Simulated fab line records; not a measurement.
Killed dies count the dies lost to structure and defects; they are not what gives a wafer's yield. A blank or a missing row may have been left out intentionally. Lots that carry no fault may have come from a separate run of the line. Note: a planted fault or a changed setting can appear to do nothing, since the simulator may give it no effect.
fab line records | flow n5_finfet
record: lots: 24 wafers: 72 last_day: 18
route steps=1938 shown BEOL_M12@1656 BEOL_M13@1671 BEOL_M14@1727
lots untouched by any fault: they come from a run of this same line in which no faults occurred
start_h: the number of hours between the record's first day and the start of the first shown wafer of the lot | wait_h: hours from the lot's prior step to this one | " as in the row above | L1.1+2: several wafers, shown together as one row | - no value, or no start was given | * or withheld: withheld | < > ~ a bound
route shown NAME@n: NAME is a module with steps in the file, n the number in the route of the first one | usual: average and standard deviation across the fault-free wafers | same: alike in all rows | chamber/n: place in a boat | sites: each site's reading | _std_site: standard deviation across them | _edge_site: outer sites' mean less inner sites' | radius_mm: how far each site lies from the wafer's centre | mask NAME#n: copy n | behind: the tool/chamber that last shaped the wafer | hold: cause of the lot's hold/its duration in hours/its outcome | device: names the non-switching transistor (n, p or np) | end of line: tests of these same wafers at the route's end | where a step has no rows: the recipe by itself | killed: not the wafer's yield, but the dies lost to structure and defects at the first sort | map: dies across one wafer; x = killed, . = not, _ = none there
set.NAME: the setting that was run; set.NAME@STEP: the one run at that earlier step | model.NAME: the simulator's own value behind a step, which no gauge read
the route's steps for a sample of lots (tables are steps, rows are wafers)
services: the hour from which a tool's chamber was out of use, counted from the record's first day as start_h (under 0 if before that day), plus the number of hours and why
== steps ==
step: N5_BEOL_M12_DEP_53
recipe: material: SiCN target_thk_a: 300 temp_c: withheld precursor: 3MS/NH3 pressure_torr: 3 rf_w: 675 time_s: 10.5
usual: showerhead_plenum_p_Torr: 4.158/0.014 throttle_valve_pct: 17.9/0.57
columns lot.wafer tool chamber start_h wait_h showerhead_plenum_p_Torr throttle_valve_pct
L074.1 pecvd-04 2 251.25 0.0 4.158 16.6
L074.4 " 0 " " 4.158 18.5
L074.6 " 1 " " 4.137 18.8
L075.2 pecvd-01 2 257.65 0.0 4.184 17.9
L075.3 " 1 " " 4.157 18.1
L075.6 " 0 " " 4.144 17.8
L078.2 pecvd-04 2 273.40 0.0 4.155 16.6
L078.3 " 1 " " 4.126 18.5
L078.5 " 1 " " 4.140 18.4
L076.1 pecvd-01 1 277.39 0.0 4.153 18.2
L076.3 " 0 " " 4.159 18.0
L076.6 " 0 " " 4.152 17.9
L081.1 pecvd-02 2 283.62 0.0 4.151 17.6
L081.2 " 1 " " 4.177 17.8
L081.4 " 1 " " 4.157 17.9
L079.1 pecvd-04 1 288.31 0.0 4.137 18.3
L079.5 " 1 " " 4.131 18.3
L079.6 " 0 " " 4.158 18.2
L080.1 pecvd-01 2 288.58 0.0 4.174 17.7
L080.3 " 1 " " 4.143 17.8
L080.5 " 2 " " 4.175 18.1
L077.2 pecvd-01 0 289.40 0.0 4.167 18.2
L077.4 " 0 " " 4.153 18.2
L077.6 " 1 " " 4.161 17.9
L082.2 pecvd-02 1 298.24 0.0 4.159 17.8
L082.3 " 2 " " 4.154 17.7
L082.4 " 1 " " 4.169 17.7
L083.1 pecvd-01 2 302.36 0.0 4.180 17.9
L083.5 " 0 " " 4.171 17.9
L083.6 " 1 " " 4.146 17.9
L084.3 pecvd-04 2 302.69 0.0 4.149 16.6
L084.4 " 2 " " 4.144 16.6
L084.6 " 1 " " 4.136 18.4
L085.1 pecvd-02 2 309.37 0.0 4.151 18.0
L085.3 " 1 " " 4.167 18.1
L085.5 " 2 " " 4.149 17.4
L086.1 pecvd-01 0 316.80 0.0 4.145 17.9
L086.3 " 1 " " 4.148 17.9
L086.6 " 2 " " 4.192 18.2
L087.2 pecvd-01 1 318.52 0.0 4.144 18.0
L087.5 " 1 " " 4.149 18.3
L087.6 " 2 " " 4.179 18.0
L088.1 pecvd-01 0 336.62 0.0 4.157 18.1
L088.4 " 1 " " 4.147 17.8
L088.5 " 2 " " 4.184 18.0
L089.1 pecvd-01 0 344.44 0.0 4.156 17.9
L089.4 " 1 " " 4.155 18.2
L089.6 " 2 " " 4.181 18.2
L091.2 pecvd-04 0 348.55 0.0 4.148 18.5
L091.3 " 2 " " 4.158 16.6
L091.5 " 2 " " 4.155 16.6
L093.3 pecvd-02 1 354.60 0.0 4.169 17.9
L093.5 " 1 " " 4.158 18.1
L093.6 " 2 " " 4.150 18.1
L090.3 pecvd-04 2 356.24 0.0 4.159 16.3
L090.4 " 0 " " 4.168 18.5
L090.6 " 2 " " 4.151 16.6
L092.1 pecvd-01 0 357.72 0.0 4.162 18.3
L092.2 " 1 " " 4.151 18.2
L092.5 " 1 " " 4.158 18.1
L094.2 pecvd-02 0 360.83 0.0 4.159 16.8
L094.3 " 2 " " 4.142 18.0
L094.6 " 1 " " 4.165 17.9
L095.2 pecvd-04 2 384.78 0.0 4.161 16.8
L095.5 " 2 " " 4.152 16.6
L095.6 " 1 " " 4.123 18.4
L097.2 pecvd-01 2 391.27 0.0 4.174 18.2
L097.3 " 1 " " 4.153 18.0
L097.6 " 0 " " 4.156 18.5
L096.4 pecvd-02 2 391.84 0.0 4.151 17.9
L096.5 " 2 " " 4.138 18.1
L096.6 " 0 " " 4.157 17.2
step: N5_BEOL_M12_RS_MEAS_54
recipe: thk_meas_gauge: four-point-probe reads: Cu_of_BEOL_M12_ECD_47+Ta_of_BEOL_M12_SPUTTER_44+TaN_of_BEOL_M12_SPUTTER_43
usual: M12_RS: 0.0606/0.0013
columns lot.wafer tool chamber start_h wait_h M12_RS[ohm/sq]
L074.1 film_metro-01 - 251.31 0.0 0.0616
L074.4 " - " " 0.0601
L074.6 " - " " 0.0617
L075.2 film_metro-01 - 257.71 0.0 0.0599
L075.3 " - " " 0.0612
L075.6 " - " " 0.0622
L078.2 film_metro-02 - 273.47 0.0 0.0588
L078.3 " - " " 0.0595
L078.5 " - " " 0.0593
L076.1 film_metro-02 - 277.45 0.0 0.0624
L076.3 " - " " 0.0620
L076.6 " - " " 0.0613
L081.1 film_metro-01 - 283.68 0.0 0.0611
L081.2 " - " " 0.0601
L081.4 " - " " 0.0609
L079.1 film_metro-02 - 288.37 0.0 0.0583
L079.5 " - " " 0.0589
L079.6 " - " " 0.0595
L080.1 film_metro-02 - 288.64 0.0 0.0590
L080.3 " - " " 0.0593
L080.5 " - " " 0.0596
L077.2 film_metro-01 - 289.47 0.0 0.0594
L077.4 " - " " 0.0588
L077.6 " - " " 0.0592
L082.2 film_metro-01 - 298.30 0.0 0.0605
L082.3 " - " " 0.0623
L082.4 " - " " 0.0620
L083.1 film_metro-01 - 302.43 0.0 0.0594
L083.5 " - " " 0.0629
L083.6 " - " " 0.0608
L084.3 film_metro-02 - 302.75 0.0 0.0591
L084.4 " - " " 0.0593
L084.6 " - " " 0.0594
L085.1 film_metro-02 - 309.44 0.0 0.0591
L085.3 " - " " 0.0626
L085.5 " - " " 0.0593
L086.1 film_metro-02 - 316.86 0.0 0.0587
L086.3 " - " " 0.0614
L086.6 " - " " 0.0627
L087.2 film_metro-02 - 318.58 0.0 0.0589
L087.5 " - " " 0.0588
L087.6 " - " " 0.0615
L088.1 film_metro-01 - 336.68 0.0 0.0584
L088.4 " - " " 0.0591
L088.5 " - " " 0.0616
L089.1 film_metro-02 - 344.51 0.0 0.0627
L089.4 " - " " 0.0590
L089.6 " - " " 0.0587
L091.2 film_metro-01 - 348.61 0.0 0.0585
L091.3 " - " " 0.0599
L091.5 " - " " 0.0613
L093.3 film_metro-02 - 354.67 0.0 0.0593
L093.5 " - " " 0.0597
L093.6 " - " " 0.0607
L090.3 film_metro-01 - 356.31 0.0 0.0598
L090.4 " - " " 0.0605
L090.6 " - " " 0.0595
L092.1 film_metro-01 - 357.79 0.0 0.0601
L092.2 " - " " 0.0631
L092.5 " - " " 0.0608
L094.2 film_metro-02 - 360.90 0.0 0.0624
L094.3 " - " " 0.0614
L094.6 " - " " 0.0601
L095.2 film_metro-01 - 384.84 0.0 0.0631
L095.5 " - " " 0.0612
L095.6 " - " " 0.0622
L097.2 film_metro-02 - 391.33 0.0 0.0605
L097.3 " - " " 0.0615
L097.6 " - " " 0.0618
L096.4 film_metro-02 - 391.92 0.1 0.0614
L096.5 " - " " 0.0615
L096.6 " - " " 0.0592
step: N5_BEOL_M13_INSPECT_12
recipe: mode: adi inspect_instrument: macro
usual: raw_defect_count: 1.8/1.3
columns lot.wafer tool chamber start_h wait_h raw_defect_count
L074.1 defect_inspect-01 - 251.88 0.0 2
L074.4 " - " " 1
L074.6 " - " " 8
L075.2 defect_inspect-01 - 258.28 0.0 0
L075.3 " - " " 0
L075.6 " - " " 1
L078.2 defect_inspect-01 - 274.16 0.0 1
L078.3 " - " " 3
L078.5 " - " " 3
L076.1 defect_inspect-02 - 278.15 0.0 1
L076.3 " - " " 2
L076.6 " - " " 0
L081.1 defect_inspect-01 - 284.25 0.0 0
L081.2 " - " " 3
L081.4 " - " " 3
L079.1 defect_inspect-02 - 288.94 0.0 2
L079.5 " - " " 2
L079.6 " - " " 3
L080.1 defect_inspect-02 - 289.34 0.0 1
L080.3 " - " " 2
L080.5 " - " " 1
L077.2 defect_inspect-01 - 290.16 0.0 1
L077.4 " - " " 0
L077.6 " - " " 3
L082.2 defect_inspect-02 - 299.02 0.0 2
L082.3 " - " " 4
L082.4 " - " " 2
L083.1 defect_inspect-02 - 303.00 0.0 3
L083.5 " - " " 2
L083.6 " - " " 3
L084.3 defect_inspect-02 - 303.32 0.0 4
L084.4 " - " " 1
L084.6 " - " " 3
L085.1 defect_inspect-01 - 310.01 0.0 0
L085.3 " - " " 1
L085.5 " - " " 3
L086.1 defect_inspect-02 - 317.43 0.0 2
L086.3 " - " " 2
L086.6 " - " " 2
L087.2 defect_inspect-02 - 319.15 0.0 0
L087.5 " - " " 2
L087.6 " - " " 1
L088.1 defect_inspect-02 - 337.38 0.0 2
L088.4 " - " " 3
L088.5 " - " " 2
L089.1 defect_inspect-02 - 345.08 0.0 3
L089.4 " - " " 2
L089.6 " - " " 1
L091.2 defect_inspect-02 - 349.31 0.0 2
L091.3 " - " " 1
L091.5 " - " " 4
L093.3 defect_inspect-01 - 355.24 0.0 2
L093.5 " - " " 5
L093.6 " - " " 2
L090.3 defect_inspect-01 - 357.00 0.0 2
L090.4 " - " " 2
L090.6 " - " " 0
L092.1 defect_inspect-02 - 358.48 0.0 2
L092.2 " - " " 0
L092.5 " - " " 3
L094.2 defect_inspect-01 - 361.53 0.0 1
L094.3 " - " " 0
L094.6 " - " " 1
L095.2 defect_inspect-02 - 385.54 0.0 2
L095.5 " - " " 1
L095.6 " - " " 0
L097.2 defect_inspect-02 - 391.92 0.0 3
L097.3 " - " " 2
L097.6 " - " " 1
L096.4 defect_inspect-01 - 392.49 0.0 1
L096.5 " - " " 1
L096.6 " - " " 3
step: N5_BEOL_M13_STRIP_37
recipe: chemistry: N2/H2 power_w: 1000 temp_c: 250 h2_frac: 0.65 overash_fraction: 0.3 pressure_mtorr: withheld n2_flow_sccm: 1750 h2_flow_sccm: 3250
usual: drypump_motor_current_A: 5.6/0.4 heater_power_w: 354/25 oes_product_au: 0.785/0.011
columns lot.wafer tool chamber start_h wait_h drypump_motor_current_A heater_power_w oes_product_au rf_hours_counter_h
L074.1 plasma_asher-01 1 253.48 0.0 6.2 381 0.781 81
L074.4 " 0 " " 5.5 356 0.790 -
L074.6 " 1 " " 6.2 386 0.768 -
L075.2 plasma_asher-01 1 260.00 0.0 6.2 383 0.780 83
L075.3 " 1 " " 6.3 393 0.806 -
L075.6 " 0 " " 5.5 354 0.787 -
L078.2 plasma_asher-02 1 275.87 0.0 5.8 318 0.770 116
L078.3 " 0 " " 5.1 364 0.800 -
L078.5 " 0 " " 5.1 366 0.775 -
L076.1 plasma_asher-02 1 279.87 0.0 5.8 319 0.782 117
L076.3 " 1 " " 5.7 319 0.792 -
L076.6 " 1 " " 5.8 321 0.787 -
L081.1 plasma_asher-02 0 286.25 0.4 5.1 365 0.774 120
L081.2 " 1 " " 5.8 320 0.774 120
L081.4 " 1 " " 5.8 324 0.784 -
L079.1 plasma_asher-02 0 291.01 0.0 5.2 369 0.781 122
L079.5 " 0 " " 5.2 363 0.796 -
L079.6 " 1 " " 5.8 322 0.783 -
L080.1 plasma_asher-02 0 291.34 0.0 5.1 360 0.808 122
L080.3 " 0 " " 5.1 380 0.782 -
L080.5 " 1 " " 5.8 320 0.781 -
L077.2 plasma_asher-02 1 291.88 0.0 5.7 320 0.791 122
L077.4 " 0 " " 5.1 364 0.779 -
L077.6 " 1 " " 5.8 327 0.801 -
L082.2 plasma_asher-02 1 300.63 0.0 5.8 316 0.772 124
L082.3 " 0 " " 5.1 368 0.770 -
L082.4 " 1 " " 5.8 322 0.778 -
L083.1 plasma_asher-02 1 305.28 0.2 5.7 321 0.768 125
L083.5 " 0 " " 5.1 368 0.796 -
L083.6 " 1 " " 5.8 317 0.782 -
L084.3 plasma_asher-01 0 305.41 0.1 5.5 359 0.796 -
L084.4 " 1 " " 6.2 387 0.786 -
L084.6 " 1 " " 6.3 375 0.775 -
L085.1 plasma_asher-02 0 311.91 0.1 5.1 367 0.786 127
L085.3 " 1 " " 5.7 320 0.760 -
L085.5 " 1 " " 5.8 327 0.786 -
L086.1 plasma_asher-02 0 319.10 0.0 5.1 364 0.804 128
L086.3 " 1 " " 5.8 327 0.773 -
L086.6 " 1 " " 5.8 317 0.799 -
L087.2 plasma_asher-01 1 320.75 0.0 6.3 395 0.764 93
L087.5 " 0 " " 5.5 353 0.777 -
L087.6 " 1 " " 6.2 382 0.776 -
L088.1 plasma_asher-01 0 338.97 0.0 5.5 349 0.798 96
L088.4 " 0 " " 5.5 356 0.797 -
L088.5 " 0 " " 5.4 364 0.790 -
L089.1 plasma_asher-02 0 346.67 0.0 5.2 361 0.761 134
L089.4 " 0 " " 5.1 371 0.803 -
L089.6 " 0 " " 5.1 355 0.780 -
L091.2 plasma_asher-02 1 351.03 0.0 5.8 315 0.797 134
L091.3 " 0 " " 5.2 366 0.789 -
L091.5 " 0 " " 5.1 359 0.782 -
L093.3 plasma_asher-02 0 356.86 0.1 5.1 373 0.799 -
L093.5 " 0 " " 5.2 365 0.783 -
L093.6 " 1 " " 5.8 310 0.788 -
L090.3 plasma_asher-01 0 358.62 0.1 5.5 356 0.779 -
L090.4 " 1 " " 6.3 386 0.784 -
L090.6 " 1 " " 6.2 385 0.782 -
L092.1 plasma_asher-01 1 360.08 0.0 6.3 386 0.794 100
L092.2 " 0 " " 5.5 356 0.781 100
L092.5 " 0 " " 5.5 358 0.780 -
L094.2 plasma_asher-01 1 363.19 0.0 6.3 381 0.788 100
L094.3 " 1 " " 6.3 382 0.783 -
L094.6 " 0 " " 5.4 360 0.791 -
L095.2 plasma_asher-01 1 387.26 0.0 6.2 393 0.779 104
L095.5 " 1 " " 6.2 385 0.798 -
L095.6 " 0 " " 5.5 352 0.789 -
L097.2 plasma_asher-01 0 393.76 0.0 5.5 361 0.801 105
L097.3 " 1 " " 6.2 382 0.762 -
L097.6 " 0 " " 5.5 360 0.805 -
L096.4 plasma_asher-02 1 394.55 0.1 5.8 318 0.790 -
L096.5 " 0 " " 5.1 371 0.792 -
L096.6 " 1 " " 5.7 323 0.774 -
step: N5_BEOL_M13_ETCH_38
recipe: chemistry: CF4/N2 target: SiCN target_depth_a: 675 taper_deg: 2 time_s: 71.9 ion_energy_ev: 150 mask_material: SiO2 pressure_mtorr: 40 source_w: 430 bias_w: 70 Ar_flow_sccm: 100 cf4_flow_sccm: 60 n2_flow_sccm: 60
usual: drypump_motor_current_A: 5.8/0.52 oes_product_au: 0.79/0.078 rf_vpp_V: 382.1/1.9 showerhead_plenum_p_Torr: 2.19/0.073 throttle_valve_pct: 15.37/0.23
columns lot.wafer tool chamber start_h wait_h drypump_motor_current_A oes_product_au rf_hours_counter_h rf_vpp_V showerhead_plenum_p_Torr throttle_valve_pct
L074.1 rie_diel-03 2 254.20 - 5.8 0.76 133 381.9 2.21 15.38
L074.4 " 0 " " 6.1 0.81 83 382.3 2.21 15.37
L074.6 " 1 " " 6.6 0.74 - 382.5 2.18 15.52
L075.2 rie_diel-05 1 261.11 - 5.9 0.95 5 383.4 2.25 14.91
L075.3 " 3 " " 5.8 0.69 221 383.4 2.28 15.87
L075.6 " 3 " " 5.8 0.69 - 383.5 2.28 15.88
L078.2 rie_diel-05 0 276.16 - 5.1 0.70 210 379.5 2.10 15.43
L078.3 " 3 " " 5.8 0.68 226 382.0 2.28 15.89
L078.5 " 2 " " 5.0 0.81 - 381.3 2.12 15.36
L076.1 rie_diel-03 1 281.27 - 6.6 0.74 189 383.0 2.18 15.54
L076.3 " 3 " " 6.5 0.85 61 386.5 2.33 15.22
L076.6 " 2 " " 5.7 0.75 - 382.9 2.21 15.41
L081.1 rie_diel-05 3 287.77 - 5.8 0.68 230 382.6 2.28 15.87
L081.2 " 2 " " 5.0 0.81 99 379.6 2.12 15.37
L081.4 " 0 " " 5.1 0.69 214 380.2 2.10 15.43
L079.1 rie_diel-01 1 292.74 - 5.4 0.80 67 382.2 2.16 15.17
L079.5 " 0 " " 5.5 0.87 - 383.0 2.14 15.18
L079.6 " 1 " " 5.4 0.81 - 381.0 2.16 15.16
L080.1 rie_diel-03 3 293.04 - 6.5 0.83 65 387.6 2.32 15.22
L080.3 " 0 " " 6.1 0.79 96 381.4 2.21 15.38
L080.5 " 0 " " 6.0 0.80 - 382.6 2.20 15.40
L077.2 rie_diel-01 3 293.32 - 6.1 0.82 86 383.5 2.24 15.44
L077.4 " 1 " " 5.4 0.80 67 381.1 2.16 15.15
L077.6 " 1 " " 5.4 0.79 - 380.5 2.16 15.15
L082.2 rie_diel-05 3 302.89 - 5.8 0.67 235 384.1 2.28 15.90
L082.3 " 2 " " 5.0 0.81 104 380.7 2.12 15.36
L082.4 " 1 " " 6.0 0.93 18 384.4 2.25 14.96
L083.1 rie_diel-03 2 307.01 - 5.8 0.73 149 381.7 2.21 15.44
L083.5 " 3 " " 6.5 0.84 - 386.3 2.32 15.22
L083.6 " 0 " " 6.1 0.79 - 381.3 2.20 15.41
L084.3 rie_diel-03 2 307.17 - 5.8 0.74 149 382.1 2.21 15.42
L084.4 " 3 " " 6.5 0.83 69 384.7 2.32 15.23
L084.6 " 0 " " 6.1 0.80 - 383.2 2.20 15.42
L085.1 rie_diel-05 0 314.67 - 5.1 0.69 225 379.4 2.09 15.46
L085.3 " 3 " " 5.8 0.67 240 383.7 2.28 15.91
L085.5 " 0 " " 5.1 0.69 - 380.0 2.09 15.45
L086.1 rie_diel-01 2 319.54 - 5.3 0.84 64 380.9 2.13 15.11
L086.3 " 3 " " 6.0 0.81 95 383.8 2.24 15.46
L086.6 " 1 " " 5.4 0.78 - 381.4 2.16 15.17
L087.2 rie_diel-03 0 321.00 - 6.0 0.80 105 381.2 2.20 15.42
L087.5 " 0 " " 6.1 0.80 - 381.8 2.20 15.41
L087.6 " 3 " " 6.5 0.83 - 383.8 2.32 15.25
L088.1 rie_diel-05 3 344.21 - 5.8 0.67 248 384.4 2.27 15.92
L088.4 " 0 " " 5.2 0.67 234 380.0 2.09 15.48
L088.5 " 1 " " 5.9 0.90 - 383.1 2.24 14.98
L089.1 rie_diel-05 0 347.54 - 5.1 0.66 235 379.9 2.09 15.48
L089.4 " 2 " " 5.0 0.79 117 380.0 2.11 15.39
L089.6 " 1 " " 5.9 0.90 - 382.5 2.24 14.98
L091.2 rie_diel-03 3 351.11 - 6.6 0.82 82 384.6 2.32 15.25
L091.3 " 1 " " 6.6 0.72 210 382.3 2.17 15.59
L091.5 " 2 " " 5.8 0.73 - 383.1 2.20 15.45
L090.3 rie_diel-03 3 362.47 - 6.5 0.80 86 385.2 2.32 15.27
L090.4 " 3 " " 6.5 0.81 - 384.2 2.32 15.27
L090.6 " 1 " " 6.6 0.70 - 381.9 2.17 15.59
L093.3 rie_diel-05 2 364.21 - 5.0 0.77 125 380.4 2.11 15.41
L093.5 " 0 " " 5.1 0.67 - 379.3 2.09 15.49
L093.6 " 1 " " 6.0 0.90 - 383.3 2.24 14.99
L092.1 rie_diel-05 2 364.31 - 5.0 0.79 125 382.2 2.11 15.41
L092.2 " 0 " " 5.1 0.67 241 378.3 2.09 15.49
L092.5 " 0 " " 5.1 0.66 - 378.5 2.09 15.48
L094.2 rie_diel-03 1 364.47 - 6.6 0.71 216 381.0 2.17 15.61
L094.3 " 3 " " 6.5 0.81 87 384.5 2.32 15.26
L094.6 " 2 " " 5.8 0.72 - 383.6 2.20 15.47
L095.2 rie_diel-05 1 391.33 - 5.9 0.87 47 382.6 2.24 15.01
L095.5 " 0 " " 5.1 0.66 - 380.0 2.08 15.52
L095.6 " 3 " " 5.8 0.92 - 383.4 2.27 15.51
L097.2 rie_diel-05 2 394.84 - 5.0 0.79 134 381.5 2.10 15.43
L097.3 " 1 " " 6.0 0.88 48 383.3 2.24 15.00
L097.6 " 3 " " 5.7 0.92 - 383.7 2.27 15.54
L096.4 rie_diel-01 3 395.24 - 6.1 0.79 117 382.8 2.23 15.50
L096.5 " 0 " " 5.5 0.84 - 382.6 2.13 15.23
L096.6 " 3 " " 6.0 0.78 - 383.7 2.23 15.52
step: N5_BEOL_M14_OVL_MEAS_11
recipe: points_per_wafer: 44
usual: V13_OVL: -3/5.8
columns lot.wafer tool chamber start_h wait_h V13_OVL[nm]
L074.1 overlay-02 0 256.59 0.0 -9
L074.4 " 0 " " -8
L074.6 " 0 " " -14
L075.2 overlay-01 0 263.58 0.0 -7
L075.3 " 0 " " -3
L075.6 " 0 " " 4
L078.2 overlay-02 0 278.66 0.0 1
L078.3 " 0 " " -2
L078.5 " 0 " " 0
L076.1 overlay-01 0 283.43 0.0 -9
L076.3 " 0 " " -8
L076.6 " 0 " " -7
L081.1 overlay-02 0 291.61 0.0 -1
L081.2 " 0 " " -3
L081.4 " 0 " " -2
L079.1 overlay-02 0 295.28 0.0 -8
L079.5 " 0 " " -4
L079.6 " 0 " " -20
L080.1 overlay-01 0 295.32 0.0 1
L080.3 " 0 " " -1
L080.5 " 0 " " -9
L077.2 overlay-01 0 296.31 0.0 5
L077.4 " 0 " " 0
L077.6 " 0 " " -5
L082.2 overlay-01 0 305.21 0.0 3
L082.3 " 0 " " -1
L082.4 " 0 " " 4
L083.1 overlay-01 0 309.31 0.0 -7
L083.5 " 0 " " -3
L083.6 " 0 " " -8
L084.3 overlay-02 0 309.58 0.0 2
L084.4 " 0 " " -17
L084.6 " 0 " " -4
L085.1 overlay-02 0 316.98 0.0 5
L085.3 " 0 " " 1
L085.5 " 0 " " 3
L086.1 overlay-01 0 322.23 0.0 8
L086.3 " 0 " " -8
L086.6 " 0 " " -4
L087.2 overlay-02 0 323.28 0.0 -2
L087.5 " 0 " " -10
L087.6 " 0 " " -3
L088.1 overlay-01 0 346.43 0.0 1
L088.4 " 0 " " -11
L088.5 " 0 " " -6
L089.1 overlay-01 0 349.85 0.0 -10
L089.4 " 0 " " -12
L089.6 " 0 " " -12
L091.2 overlay-01 0 353.33 0.0 -4
L091.3 " 0 " " -1
L091.5 " 0 " " 2
L090.3 overlay-01 0 365.20 0.0 -3
L090.4 " 0 " " 6
L090.6 " 0 " " 1
L093.3 overlay-02 0 366.52 0.0 2
L093.5 " 0 " " 8
L093.6 " 0 " " -6
L092.1 overlay-02 0 366.69 0.0 -7
L092.2 " 0 " " -11
L092.5 " 0 " " 4
L094.2 overlay-01 0 367.06 0.0 -2
L094.3 " 0 " " 4
L094.6 " 0 " " -6
L095.2 overlay-01 0 393.93 0.0 6
L095.5 " 0 " " 10
L095.6 " 0 " " 3
L097.2 overlay-01 0 396.94 0.0 9
L097.3 " 0 " " 1
L097.6 " 0 " " 2
L096.4 overlay-02 0 398.18 0.0 2
L096.5 " 0 " " 3
L096.6 " 0 " " 2
== services ==
columns tool chamber start_h hours kind
plasma_asher-01 - 228.72 2.8 pm
plasma_asher-02 - 238.28 2.5 repair
plasma_asher-01 - 244.26 1.2 repair
plasma_asher-02 - 252.61 1.0 repair
pecvd-02 0 256.45 2.1 scheduled_down
rie_diel-03 3 256.81 3.9 repair
pecvd-02 - 266.68 5.9 repair
plasma_asher-01 - 280.75 11.9 repair
pecvd-04 2 331.10 2.1 scheduled_down
pecvd-02 - 332.83 0.4 repair
pecvd-01 - 333.72 1.4 repair
rie_diel-01 0 339.95 5.7 repair
rie_diel-05 3 352.23 - clean
rie_diel-05 3 352.23 - consumable_replace:focus_ring
rie_diel-05 3 352.23 17.2 scheduled_down
rie_diel-05 3 352.23 17.2 vent_cycle
pecvd-01 1 358.43 5.5 scheduled_down
rie_diel-01 - 359.56 0.5 repair
plasma_asher-01 - 370.38 3.3 repair
pecvd-02 1 381.66 5.5 scheduled_down
rie_diel-01 - 382.50 0.2 repair
pecvd-01 2 383.68 6.4 repair
rie_diel-05 0 385.16 3.4 repair
pecvd-02 - 387.42 0.9 repair
== key ==
fault none
